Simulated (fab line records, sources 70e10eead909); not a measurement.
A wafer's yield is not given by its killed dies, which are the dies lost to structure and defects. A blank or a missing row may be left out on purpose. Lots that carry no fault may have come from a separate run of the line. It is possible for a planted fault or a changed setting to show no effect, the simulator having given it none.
fab line records	flow nand_harc
record: lots: 5	wafers: 15	last_day: 24
route steps=1159 shown A_BONDPAD@1073 HYBRID_BOND@1094 THIN_TSV@1101 END@1159
lots that met no fault: taken from a fault-free run of the same line
start_h: hours from the record's first day to the start of the lot's first wafer shown	wait_h: hours elapsed since this lot's preceding step	" repeats the value in the row above	L1.1+2: several wafers, shown together as one row	- no value, or no start given	* or withheld: withheld	< > ~ a bound
route shown NAME@n: NAME is a module with steps in the file, n the number in the route of the first one	usual: mean/standard deviation taken from wafers without a fault	same: alike in all rows	chamber/n: place in a boat	sites: readings site by site	_std_site: how widely they spread, as a standard deviation	_edge_site: the outer-site mean with the inner-site mean subtracted	radius_mm: for every site, how far away it sits from the centre of the wafer	mask NAME#n: copy n	behind: tool/chamber where the wafer was last shaped	hold: what put the lot on hold/how long, in hours/how the hold closed	device: the n, p or np transistor that did not switch	end of line: the tests these same wafers got at the end of their route	a step given without rows: its recipe and nothing more	killed: count of dies lost to structure and defects at first sort (not the wafer's yield)	map: a wafer's dies, marking killed ones x, the rest . and places with no die _
set.NAME: the setting as run; set.NAME@STEP: as run at that earlier step	model.NAME: the simulator's own value behind a step, which no gauge read
lots at selected steps of the route; one table per step, one row per wafer
services: from which hour (start_h, from the record's first day; less than 0 if before it) a tool's chamber was out of use, for how many hours, and why
== steps ==
step: NHARC_A_BONDPAD_OVL_MEAS_35
usual: overlay_x_nm: 1/6.9	overlay_y_nm: 4/6.8
lot.wafer	tool	chamber	start_h	wait_h	overlay_x_nm	overlay_y_nm
L321.2	overlay-02	-	431.03	-	0	0
L321.3	"	-	"	"	-1	-1
L321.5	"	-	"	"	-1	-1
L325.1	overlay-01	-	431.44	-	0	11
L325.2	"	-	"	"	-1	11
L325.6	"	-	"	"	0	10
L335.1	overlay-01	-	499.37	-	11	-2
L335.2	"	-	"	"	11	-1
L335.3	"	-	"	"	12	-1
L332.2	overlay-01	-	500.25	-	1	0
L332.3	"	-	"	"	1	1
L332.5	"	-	"	"	0	1
L337.1	overlay-01	-	533.18	-	13	8
L337.3	"	-	"	"	13	8
L337.4	"	-	"	"	12	8
step: NHARC_A_BONDPAD_HARDBAKE_10
recipe: temp_c: 118	time_s: 65
step: NHARC_A_BONDPAD_DESCUM_11
recipe: time_s: 3	o2_flow_sccm: 200	ar_flow_sccm: 0	bias_power_w: 0	chemistry: O2
step: NHARC_A_BONDPAD_ETCH_34
recipe: target_depth_a: 600	overetch_a: 180	time_s: 65.91	ion_energy_ev: 200	n2_flow_sccm: 150	h2_flow_sccm: 150	ar_flow_sccm: 0	rf_w: 400	bias_w: 150	chemistry: N2/H2
step: NHARC_A_BONDPAD_ETCH_12
recipe: target_depth_a: 2200	time_s: 110	chf3_flow_sccm: 50	o2_flow_sccm: 10	ar_flow_sccm: 200	rf_w: 500	bias_w: 200	chemistry: CHF3/O2
usual: drypump_motor_current_A: 5.8/0.37	mfc_ar_sccm: 200.0/0.64	oes_product_au: 0.952/0.021	rf_vpp_V: 370.3/2.5	showerhead_plenum_p_Torr: 2.39/0.11	throttle_valve_pct: 20.573/0.0092
lot.wafer	tool	chamber	start_h	wait_h	drypump_motor_current_A	mfc_ar_sccm	oes_product_au	rf_hours_counter_h	rf_vpp_V	showerhead_plenum_p_Torr	throttle_valve_pct
L321.2	rie_diel-07	1	-	-	5.7	199.1	0.959	2	371.1	2.45	20.569
L321.3	"	3	"	"	6.1	200.8	0.983	3	366.8	2.23	20.568
L321.5	"	2	"	"	5.5	201.0	0.979	-	373.4	2.60	20.583
L325.1	rie_diel-07	0	-	-	5.0	199.9	0.957	2	373.0	2.54	20.557
L325.2	"	2	"	"	5.5	201.4	0.987	3	375.0	2.60	20.580
L325.6	"	0	"	"	5.0	200.3	0.971	-	372.4	2.53	20.577
L335.2	rie_diel-07	2	-	-	5.5	200.6	0.919	16	374.2	2.59	20.575
L335.1	"	3	"	"	6.1	199.1	0.929	17	366.2	2.22	20.573
L335.3	"	0	"	"	5.0	199.7	0.930	17	372.1	2.53	20.573
L332.2	rie_diel-03	1	-	-	5.7	200.2	0.950	3	366.4	2.25	20.578
L332.3	"	3	"	"	6.2	201.1	0.933	3	369.7	2.34	20.571
L332.5	"	1	"	"	5.7	200.0	0.947	-	366.3	2.25	20.568
L337.1	rie_diel-03	1	-	-	5.7	199.9	0.925	4	366.9	2.25	20.576
L337.3	"	2	"	"	6.1	199.7	0.927	4	371.1	2.47	20.567
L337.4	"	3	"	"	6.3	200.4	0.930	5	369.6	2.33	20.565
step: NHARC_A_BONDPAD_CD_MEAS_13
usual: cd_nm: 499.7/1.6
lot.wafer	tool	chamber	start_h	wait_h	cd_nm
L321.2	cd_sem-02	-	431.47	-	498.7
L321.3	"	-	"	"	498.3
L321.5	"	-	"	"	498.4
L325.1	cd_sem-02	-	431.89	-	503.0
L325.2	"	-	"	"	501.5
L325.6	"	-	"	"	503.2
L335.1	cd_sem-03	-	500.16	-	498.0
L335.2	"	-	"	"	499.2
L335.3	"	-	"	"	498.8
L332.2	cd_sem-01	-	500.73	-	502.7
L332.3	"	-	"	"	500.2
L332.5	"	-	"	"	499.6
L337.1	cd_sem-01	-	533.62	-	500.9
L337.3	"	-	"	"	500.4
L337.4	"	-	"	"	500.6
step: NHARC_A_BONDPAD_STRIP_15
recipe: o2_flow_sccm: 500	ar_flow_sccm: 0	bias_w: 0	chemistry: O2
step: NHARC_A_BONDPAD_ETCH_24
recipe: target_depth_a: 300	over_etch_frac: 0.3	time_s: 72.99	ion_energy_ev: 150	cf4_flow_sccm: 50	n2_flow_sccm: 100	ar_flow_sccm: 150	rf_w: 300	bias_w: 100	chemistry: CF4/N2
step: NHARC_A_BONDPAD_STRIP_16
recipe: time_s: 600	temp_c: 30	chemistry: post_etch_residue_remover
step: NHARC_A_BONDPAD_DEGAS_25
recipe: temp_c: 300	time_s: 60
usual: heater_power_w: 506/60
lot.wafer	tool	chamber	start_h	wait_h	heater_power_w
L321.3	pvd_sputter-03	-	432.10	-	558
L321.2	"	-	"	"	494
L321.5	"	-	"	"	558
L325.1	pvd_sputter-01	-	432.54	-	540
L325.2	"	-	"	"	493
L325.6	"	-	"	"	453
L335.1	pvd_sputter-02	-	500.85	-	467
L335.3	"	-	"	"	442
L335.2	"	-	"	"	494
L332.3	pvd_sputter-03	-	501.40	-	468
L332.2	"	-	"	"	545
L332.5	"	-	"	"	470
L337.1	pvd_sputter-03	-	534.25	-	681
L337.4	"	-	"	"	456
L337.3	"	-	"	"	526
step: NHARC_A_BONDPAD_PRE_CLEAN_26
recipe: time_s: 30	temp_c: 280	gas: H2/He
step: NHARC_A_BONDPAD_PVD_17
recipe: target_thk_a: 50	bias_v: 168.6	power_w: 15000	chamber_pressure_pa: 0.12	time_s: 8.06	substrate_temp_c: 50	material: TaN
step: NHARC_A_BONDPAD_PVD_27
recipe: target_thk_a: 300	chamber_pressure_pa: 5	power_w: 5000	substrate_temp_c: 30	time_s: 20.49	material: Cu
usual: throttle_valve_pct: 30.3/0.89
lot.wafer	tool	chamber	start_h	wait_h	throttle_valve_pct
L321.3	pvd_sputter-03	-	432.33	-	29.6
L321.2	"	-	"	"	31.0
L321.5	"	-	"	"	29.4
L325.2	pvd_sputter-01	-	432.76	-	29.5
L325.1	"	-	"	"	30.9
L325.6	"	-	"	"	29.9
L335.3	pvd_sputter-02	-	501.07	-	31.4
L335.2	"	-	"	"	28.7
L335.1	"	-	"	"	30.8
L332.2	pvd_sputter-03	-	501.64	-	29.4
L332.3	"	-	"	"	31.1
L332.5	"	-	"	"	29.0
L337.1	pvd_sputter-03	-	534.47	-	31.4
L337.4	"	-	"	"	29.0
L337.3	"	-	"	"	29.2
step: NHARC_A_BONDPAD_ECD_18
recipe: target_thk_a: 4000	bath_temp_c: 25	material: Cu
step: NHARC_A_BONDPAD_ANNEAL_28
recipe: temp_c: 225	time_s: 90
usual: wafer_temp_C_max: 226.4/0.49
lot.wafer	tool	chamber	start_h	wait_h	wafer_temp_C_max
L321.2	rtp_anneal-01	0	432.89	-	226.8
L321.3	"	0	"	"	226.2
L321.5	"	0	"	"	226.9
L325.1	rtp_anneal-02	0	433.29	0.3	226.1
L325.2	"	0	"	"	225.8
L325.6	"	0	"	"	226.1
L335.1	rtp_anneal-01	0	501.60	0.3	226.7
L335.2	"	0	"	"	226.8
L335.3	"	0	"	"	226.4
L332.2	rtp_anneal-01	0	502.19	-	226.5
L332.3	"	0	"	"	226.3
L332.5	"	0	"	"	227.1
L337.1	rtp_anneal-01	0	534.99	0.3	226.9
L337.3	"	0	"	"	226.5
L337.4	"	0	"	"	226.6
step: NHARC_A_BONDPAD_CMP_19
recipe: t_overpolish_s: 30	cu_recess_touch_s: 16	target_thk_nm: 169.8
usual: edge_zone_pressure_frac: 1.000/0.0052	motor_current_A: 12.1/1.2	overpolish_run_s: 30.000/0.009
lot.wafer	tool	chamber	start_h	wait_h	edge_zone_pressure_frac	motor_current_A	overpolish_run_s
L321.3	cmp-04	1	433.18	-	0.999	13.6	29.997
L321.2	"	3	"	"	1.002	10.9	29.992
L321.5	"	1	"	"	1.004	14.0	29.997
L325.1	cmp-02	3	433.67	-	0.999	10.3	30.012
L325.2	"	1	"	"	1.000	12.6	30.004
L325.6	"	2	"	"	1.001	10.8	29.991
L335.1	cmp-04	1	501.95	-	1.004	13.6	30.006
L335.3	"	2	"	"	1.007	12.0	30.005
L335.2	"	3	"	"	0.993	10.4	29.998
L332.2	cmp-02	1	502.54	-	0.996	12.1	29.982
L332.3	"	2	"	"	0.998	10.5	29.995
L332.5	"	3	"	"	1.002	11.9	29.984
L337.1	cmp-02	3	535.37	-	1.006	11.8	29.992
L337.3	"	0	"	"	0.989	11.7	30.007
L337.4	"	1	"	"	0.993	12.7	29.994
step: NHARC_A_BONDPAD_SRD_21
recipe: time_s: 30	temp_c: 23	dry_time_s: 20	spin_rpm: 1500
step: NHARC_A_BONDPAD_INSPECT_23
usual: raw_defect_count: 460/120
lot.wafer	tool	chamber	start_h	wait_h	raw_defect_count
L321.2	defect_inspect-02	-	433.73	0.1	462
L321.3	"	-	"	"	502
L321.5	"	-	"	"	863
L325.1	defect_inspect-01	-	434.20	0.0	520
L325.2	"	-	"	"	294
L325.6	"	-	"	"	289
L335.1	defect_inspect-01	-	502.50	0.0	532
L335.2	"	-	"	"	457
L335.3	"	-	"	"	535
L332.2	defect_inspect-01	-	503.04	0.0	566
L332.3	"	-	"	"	602
L332.5	"	-	"	"	452
L337.1	defect_inspect-02	-	535.90	0.0	425
L337.3	"	-	"	"	499
L337.4	"	-	"	"	358
step: NHARC_HYBRID_BOND_ACTIVATE_00
recipe: time_s: 60	n2_flow_sccm: 200	ar_flow_sccm: 0	bias_power_w: 0	chemistry: N2
step: NHARC_HYBRID_BOND_PRECLEAN_01
recipe: time_s: 300	temp_c: 23	chemistry: DIW
step: NHARC_HYBRID_BOND_SRD_02
recipe: time_s: 30	temp_c: 23	dry_time_s: 20	spin_rpm: 1500
step: NHARC_HYBRID_BOND_BOND_03
recipe: temp_c: 25
step: NHARC_HYBRID_BOND_ANNEAL_04
recipe: temp_c: 300	time_s: 7200	ramp_up_c_per_min: 5	ramp_down_c_per_min: 3	idle_temp_c: 100	pressure_atm: 1
step: NHARC_HYBRID_BOND_OVL_MEAS_05
usual: overlay_x_nm: -2/31	overlay_y_nm: 3/34
lot.wafer	tool	chamber	start_h	wait_h	overlay_x_nm	overlay_y_nm
L325.1	overlay-01	-	444.31	0.4	-74	46
L325.2	"	-	"	"	39	-14
L325.6	"	-	"	"	-2	25
L321.2	overlay-02	-	444.31	0.4	35	-10
L321.3	"	-	"	"	8	-5
L321.5	"	-	"	"	3	-30
L335.1	overlay-01	-	515.06	0.4	-54	5
L335.2	"	-	"	"	-11	-3
L335.3	"	-	"	"	-36	-30
L332.2	overlay-01	-	515.08	0.4	1	26
L332.3	"	-	"	"	14	-9
L332.5	"	-	"	"	-24	70
L337.3	overlay-02	-	545.65	0.4	39	63
L337.4	"	-	"	"	22	11
step: NHARC_HYBRID_BOND_INSPECT_06
recipe: inspect_instrument: ir_void
usual: raw_defect_count: 31/12
lot.wafer	tool	chamber	start_h	wait_h	raw_defect_count
L325.1	defect_inspect-01	-	444.36	0.0	29
L325.2	"	-	"	"	38
L325.6	"	-	"	"	37
L321.2	defect_inspect-02	-	444.36	0.1	26
L321.3	"	-	"	"	30
L321.5	"	-	"	"	31
L335.1	defect_inspect-02	-	515.12	0.0	57
L335.2	"	-	"	"	46
L335.3	"	-	"	"	47
L332.2	defect_inspect-01	-	515.14	0.1	28
L332.3	"	-	"	"	40
L332.5	"	-	"	"	20
L337.3	defect_inspect-01	-	545.71	0.1	29
L337.4	"	-	"	"	26
step: NHARC_THIN_TSV_GRIND_00
recipe: target_thk_um: 6
usual: motor_current_A: 11.999/0.022
lot.wafer	tool	chamber	start_h	wait_h	motor_current_A
L321.2	grinder-01	0	444.71	0.3	12.015
L321.3	"	0	"	"	11.969
L321.5	"	0	"	"	12.039
L325.1	grinder-01	0	445.70	1.3	11.996
L325.2	"	0	"	"	12.023
L325.6	"	0	"	"	11.999
L335.1	grinder-01	0	515.27	0.1	12.018
L335.2	"	0	"	"	12.017
L335.3	"	0	"	"	11.966
L332.2	grinder-01	0	517.86	2.7	12.022
L332.3	"	0	"	"	11.998
L332.5	"	0	"	"	11.988
L337.3	grinder-01	0	546.25	0.5	11.959
L337.4	"	0	"	"	11.996
step: NHARC_THIN_TSV_CMP_01
recipe: target_thk_um: 3
step: NHARC_THIN_TSV_THK_MEAS_02
recipe: thk_meas_gauge: ir
usual: thk_nm: 2929/220
lot.wafer	tool	chamber	start_h	wait_h	thk_nm
L321.2	film_metro-02	-	445.99	0.2	2825
L321.3	"	-	"	"	3013
L321.5	"	-	"	"	2957
L325.1	film_metro-02	-	447.20	-	2950
L325.2	"	-	"	"	2973
L325.6	"	-	"	"	2922
L335.1	film_metro-01	-	516.76	-	2957
L335.2	"	-	"	"	2814
L335.3	"	-	"	"	2608
L332.2	film_metro-02	-	519.16	-	2500
L332.3	"	-	"	"	2587
L332.5	"	-	"	"	2772
L337.3	film_metro-02	-	547.33	-	2839
L337.4	"	-	"	"	2779
step: NHARC_THIN_TSV_SRD_03
step: NHARC_THIN_TSV_PRECLEAN_41
recipe: time_s: *	temp_c: 50	bath_age_min: 0	chemistry: SC1
step: NHARC_THIN_TSV_SRD_42
step: NHARC_THIN_TSV_DEP_43
recipe: target_thk_a: 13285	temp_c: withheld	pressure_torr: 6.5	rf_w: 900	teos_flow_sccm: 161.4	flow_sccm: 2650	target_thk_nm: 1328.5	gas: O2	material: SiO2
step: NHARC_THIN_TSV_DEHYDRATE_04
recipe: temp_c: 150	time_s: 120
step: NHARC_THIN_TSV_HMDS_05
recipe: time_s: 30
step: NHARC_THIN_TSV_COAT_06
recipe: spin_rpm: *
step: NHARC_THIN_TSV_SOFTBAKE_07
recipe: temp_c: 122	time_s: 95
step: NHARC_THIN_TSV_EBR_08
step: NHARC_THIN_TSV_EXPOSE_09
recipe: na: 0.55	dose_mj: 30.7	mask_id: TSV
step: NHARC_THIN_TSV_PEB_10
recipe: peb_temp_c: 118	peb_time_s: 85
step: NHARC_END_SORT_01
recipe: temp_c: 25
usual: defect_limited_yield: 95.6/1.3	killed_at_array: 26/8.6	killed_at_other: 0.7/0.97	killed_at_periphery: 3.2/2.2	killed_dies: 30/8.9	killed_open: 3.1/1.8	killed_short: 2.2/1.8	sort_bin_2_pct: 1.4/0.58	sort_bin_3_pct: 0.24/0.18	sort_bin_4_pct: 2.8/0.9	sort_n_pass: 647/8.9	sort_rim_yield_pct: 95.5/2.5	sort_yield_pct: 95.6/1.3
same: gross_dies: 677	sort_bin_5_pct[%]: 0	sort_bin_6_pct[%]: 0	sort_bin_7_pct[%]: 0	sort_bin_8_pct[%]: 0	sort_rim_n_gross: 106.00
lot.wafer	tool	chamber	start_h	wait_h	defect_limited_yield[%]	killed_at_array	killed_at_other	killed_at_periphery	killed_dies	killed_open	killed_short	sort_bin_2_pct[%]	sort_bin_3_pct[%]	sort_bin_4_pct[%]	sort_n_pass	sort_rim_yield_pct[%]	sort_yield_pct[%]
L325.1	prober-01	0	472.27	2.5	95.9	26	0	2	28	3	2	1.6	0.44	2.1	649	95.3	95.9
L325.2	prober-01	0	473.06	2.8	95.9	24	0	4	28	3	3	1.5	0.30	2.4	649	95.3	95.9
L325.6	prober-01	0	476.25	4.0	95.0	28	0	6	34	2	3	1.3	0.15	3.5	643	95.3	95.0
L335.1	prober-01	0	532.64	2.4	92.8	46	1	2	49	3	3	2.2	0.59	4.4	628	91.5	92.8
L335.2	prober-01	0	533.46	2.7	94.1	36	1	3	40	6	0	3.0	0	3.0	637	96.2	94.1
L332.2	prober-02	0	533.53	2.8	96.2	25	0	1	26	5	2	1.8	0	2.1	651	96.2	96.2
L332.3	prober-02	0	534.32	3.1	94.7	33	0	3	36	4	2	2.1	0.30	3.0	641	93.4	94.7
L332.5	prober-02	0	535.91	3.7	96.8	17	1	4	22	3	7	0.9	0.30	2.1	655	96.2	96.8
L337.1	prober-02	0	563.81	2.5	0	676	0	1	677	1	2	96.9	0.15	3.0	0	0	0
L337.3	prober-02	0	565.41	3.1	95.3	29	1	2	32	6	0	1.3	0.15	3.2	645	96.2	95.3
L337.4	prober-02	0	566.22	3.4	96.9	20	0	1	21	2	1	0.9	0.15	2.1	656	94.3	96.9
killed by level:class
L325.1 A_SLIT:chamber_film_flake=10 A_CHANNEL_HOLE_D1:chamber_film_flake=8 A_CONTACT:geometric_particle:open=2 A_CONTACT:chamber_film_flake=2 P_GATE:geometric_particle:short=1 A_SOURCE_PLATE:geometric_particle:open=1 A_SOURCE_PLATE:geometric_particle:short=1 P_STI:chamber_film_flake=1
L325.2 A_CHANNEL_HOLE_D1:chamber_film_flake=8 A_SLIT:chamber_film_flake=7 P_CONTACT:chamber_film_flake=2 A_WL_FILL:chamber_film_flake=2 P_GATE:geometric_particle:open=1 P_CONTACT:geometric_particle:short=1 A_SOURCE_PLATE:geometric_particle:short=1 A_WL_FILL:geometric_particle:short=1
L325.6 A_CHANNEL_HOLE_D1:chamber_film_flake=11 A_SLIT:chamber_film_flake=8 A_STAIRCASE:chamber_film_flake=4 P_CONTACT:chamber_film_flake=2 A_CONTACT:chamber_film_flake=2 P_STI:geometric_particle:short=1 P_GATE:geometric_particle:short=1 P_M1:geometric_particle:open=1
L335.1 A_CHANNEL_HOLE_D1:chamber_film_flake=19 A_SLIT:chamber_film_flake=12 A_CONTACT:chamber_film_flake=8 A_ONON_D1:geometric_particle:open=2 P_M2:chamber_film_flake=2 A_SGD_CUT:geometric_particle:short=1 A_WL_FILL:geometric_particle:short=1 A_CONTACT:geometric_particle:short=1
L335.2 A_SLIT:chamber_film_flake=14 A_CHANNEL_HOLE_D1:chamber_film_flake=13 A_CONTACT:chamber_film_flake=4 P_GATE:geometric_particle:open=2 A_WL_FILL:geometric_particle:open=2 A_ONON_D1:geometric_particle:open=1 A_SGD_CUT:geometric_particle:open=1 P_M1:chamber_film_flake=1
L332.2 A_SLIT:chamber_film_flake=15 A_WL_FILL:geometric_particle:short=2 A_CHANNEL_HOLE_D1:chamber_film_flake=2 P_CONTACT:geometric_particle:open=1 A_CHANNEL_FILL_D1:geometric_particle:open=1 A_WL_FILL:geometric_particle:open=1 A_CONTACT:geometric_particle:open=1 A_BLC:geometric_particle:open=1
L332.3 A_SLIT:chamber_film_flake=17 A_CHANNEL_HOLE_D1:chamber_film_flake=8 A_CONTACT:chamber_film_flake=2 P_CONTACT:geometric_particle:short=1 A_STAIRCASE:geometric_particle:open=1 A_SGD_CUT:geometric_particle:short=1 A_SGD_CUT:geometric_particle:open=1 A_WL_FILL:geometric_particle:open=1
L332.5 A_SLIT:chamber_film_flake=6 P_M1:geometric_particle:short=3 A_CHANNEL_HOLE_D1:geometric_particle:short=2 A_WL_FILL:geometric_particle:short=2 A_CHANNEL_HOLE_D1:chamber_film_flake=2 A_WL_FILL:geometric_particle:open=1 A_M1:geometric_particle:open=1 A_BONDPAD:geometric_particle:open=1
L337.1 A_BONDPAD:area_pvd=648 A_CHANNEL_HOLE_D1:chamber_film_flake=11 A_CONTACT:chamber_film_flake=6 A_SLIT:chamber_film_flake=4 A_SGD_CUT:chamber_film_flake=3 A_WL_FILL:chamber_film_flake=2 P_M1:geometric_particle:short=1 A_ONON_D1:geometric_particle:open=1
L337.3 A_SGD_CUT:chamber_film_flake=8 A_CHANNEL_HOLE_D1:chamber_film_flake=7 A_CONTACT:chamber_film_flake=5 A_SLIT:chamber_film_flake=2 A_WL_FILL:chamber_film_flake=2 P_CONTACT:geometric_particle:open=1 P_M1:geometric_particle:open=1 A_ONON_D1:geometric_particle:open=1
L337.4 A_CHANNEL_HOLE_D1:chamber_film_flake=7 A_CONTACT:chamber_film_flake=5 A_SGD_CUT:chamber_film_flake=2 A_SLIT:chamber_film_flake=2 A_CHANNEL_HOLE_D1:geometric_particle:short=1 A_CHANNEL_FILL_D1:geometric_particle:open=1 A_M0:geometric_particle:open=1 P_STI:chamber_film_flake=1
map L337.1 (x killed, . not)
____________x____________
_________xxxxxxx_________
_______xxxxxxxxxxx_______
______xxxxxxxxxxxxx______
_____xxxxxxxxxxxxxxx_____
____xxxxxxxxxxxxxxxxx____
____xxxxxxxxxxxxxxxxx____
___xxxxxxxxxxxxxxxxxxx___
___xxxxxxxxxxxxxxxxxxx___
__xxxxxxxxxxxxxxxxxxxxx__
__xxxxxxxxxxxxxxxxxxxxx__
_xxxxxxxxxxxxxxxxxxxxxxx_
_xxxxxxxxxxxxxxxxxxxxxxx_
_xxxxxxxxxxxxxxxxxxxxxxx_
_xxxxxxxxxxxxxxxxxxxxxxx_
_xxxxxxxxxxxxxxxxxxxxxxx_
xxxxxxxxxxxxxxxxxxxxxxxxx
xxxxxxxxxxxxxxxxxxxxxxxxx
xxxxxxxxxxxxxxxxxxxxxxxxx
xxxxxxxxxxxxxxxxxxxxxxxxx
xxxxxxxxxxxxxxxxxxxxxxxxx
_xxxxxxxxxxxxxxxxxxxxxxx_
_xxxxxxxxxxxxxxxxxxxxxxx_
_xxxxxxxxxxxxxxxxxxxxxxx_
_xxxxxxxxxxxxxxxxxxxxxxx_
_xxxxxxxxxxxxxxxxxxxxxxx_
__xxxxxxxxxxxxxxxxxxxxx__
__xxxxxxxxxxxxxxxxxxxxx__
___xxxxxxxxxxxxxxxxxxx___
___xxxxxxxxxxxxxxxxxxx___
____xxxxxxxxxxxxxxxxx____
____xxxxxxxxxxxxxxxxx____
_____xxxxxxxxxxxxxxx_____
______xxxxxxxxxxxxx______
_______xxxxxxxxxxx_______
_________xxxxxxx_________
____________x____________
map L321.2 (x killed, . not)
____________.____________
_________......._________
_______..........x_______
______.............______
_____..............._____
____.................____
____.................____
___.......x...........___
___.....x.............___
__....x..x.............__
__x.......x............__
_..............x........_
_.....x..........x......_
_......................._
_......................._
_......................x_
.........................
.....x...............x..x
..x..................xx..
....................x....
.....................x..x
_........x..........x..._
_.....................x._
_...x..................._
_...............x......._
_...........x.....x....._
__.....................__
__.....x....x..........__
___...................___
___.............x.....___
____.................____
____.................____
_____..............._____
______...x.........______
_______..x........_______
_________......._________
____________.____________
== services ==
tool	chamber	start_h	hours	kind
grinder-01	-	410.47	1.0	repair
rie_diel-07	0	414.25	-	clean
rie_diel-07	0	414.25	-	consumable_replace:focus_ring
rie_diel-07	1	414.25	-	clean
rie_diel-07	1	414.25	-	consumable_replace:focus_ring
rie_diel-07	2	414.25	-	clean
rie_diel-07	2	414.25	-	consumable_replace:focus_ring
rie_diel-07	2	414.25	-	consumable_replace:showerhead
cmp-02	-	424.51	4.0	pm
grinder-01	-	429.96	0.7	repair
rie_diel-03	2	449.20	11.8	repair
cmp-04	-	453.42	0.5	repair
pvd_sputter-01	-	453.77	5.1	repair
pvd_sputter-03	-	458.02	10.0	pm
cmp-02	-	469.53	0.8	repair
pvd_sputter-02	-	486.75	1.9	repair
cmp-04	-	497.08	4.0	pm
rie_diel-03	2	505.50	6.7	repair
cmp-04	-	510.21	12.7	repair
cmp-02	-	522.61	4.0	pm
cmp-04	-	524.06	0.9	repair
pvd_sputter-01	-	527.33	10.0	pm
pvd_sputter-02	-	535.88	3.1	repair
pvd_sputter-01	-	545.75	4.7	repair
== key ==
first_sign: step: NHARC_END_SORT_01	reading: sort_bin_2_pct	direction: up	sigmas: 99+	usual: 1.4	struck: 96.9
effect: step: NHARC_END_SORT_01	reading: killed_at_array	direction: up	sigmas: 75	usual: 26	struck: 676
more_kills_born_at: NHARC_A_BONDPAD_PVD_27@pvd_sputter-03: 648
met_at NHARC_A_BONDPAD_PVD_27
struck_wafers L337.1
later_rows_left_out L337.1
fault: kind: process_parameter_drift	tool: pvd_sputter-03	chamber: -	onset_h: 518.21	steps: NHARC_A_BONDPAD_PVD_27	channel: target_thk_a	offset: *	shape: step	end_h: 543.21	acts_in: *	stated: *	scope: struck_wafers_only
later_rows_left_out: the simulator's readings of these wafers behind a module that went badly wrong aren't trusted and aren't shown, but for the sort
